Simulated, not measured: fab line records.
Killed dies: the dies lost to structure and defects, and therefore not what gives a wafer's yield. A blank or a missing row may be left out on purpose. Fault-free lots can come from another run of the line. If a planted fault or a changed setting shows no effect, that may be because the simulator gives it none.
Matching of chambers | flow n5Finfet | 3 sister chambers for N5_BEOL_M9_ILD_DEP_00 on pecvd-04
The step deposits SiCOH lowk from DEMS/porogen, target thk 308.51 nm, time 58 s. 6 wafers are shown with their chamber, then 9 later ones without.

WAFERS PAIRED WITH THEIR CHAMBERS
wafer  | chamber | throttleValvePct (%) | heaterPowerW (W)
L085.6 | 0       | 14.6                 | 314
L089.3 | 1       | 13.6                 | 385
L089.6 | 2       | 13.3                 | 408
L093.1 | 1       | 13.4                 | 458
L093.4 | 0       | 14.5                 | 252
L093.5 | 2       | 13.3                 | 373

WAFERS MISSING THEIR CHAMBER
wafer  | throttleValvePct (%) | heaterPowerW (W)
L094.2 | 14.3                 | 281
L094.3 | 13.5                 | 429
L094.4 | 14.3                 | 283
L095.1 | 14.6                 | 280
L095.3 | 13.5                 | 389
L095.4 | 14.2                 | 287
L096.2 | 13.4                 | 395
L096.3 | 14.4                 | 297
L096.6 | 14.2                 | 303

CHAMBER TAKEN BY EACH
wafer  | from the rows above     | in truth
L094.2 | 0                       | 0
L094.3 | 1                       | 1
L094.4 | 0                       | 0
L095.1 | 0                       | 0
L095.3 | can't be placed: 1 or 2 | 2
L095.4 | 0                       | 0
L096.2 | can't be placed: 2 or 1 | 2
L096.3 | 0                       | 0
L096.6 | 0                       | 0
Correct placement for 7 of the 9. Not placeable from these rows: 2 (in 2, the candidates include the true chamber). Number placed wrongly: 0.
How it was worked out, from the rows above alone: a wafer's distance from a chamber is the root of the sum, over the readings, of the square of ((its reading less the chamber's mean) divided by the reading's scatter). The wafer belongs to the nearest chamber; if the next one is less than 2 further off, it can't be placed. The mean given for a chamber averages the wafers shown for that chamber. The scatter: take each reading less its chamber's mean, square it, sum over the shown wafers, divide by the number of wafers less the number of chambers, and take the root.
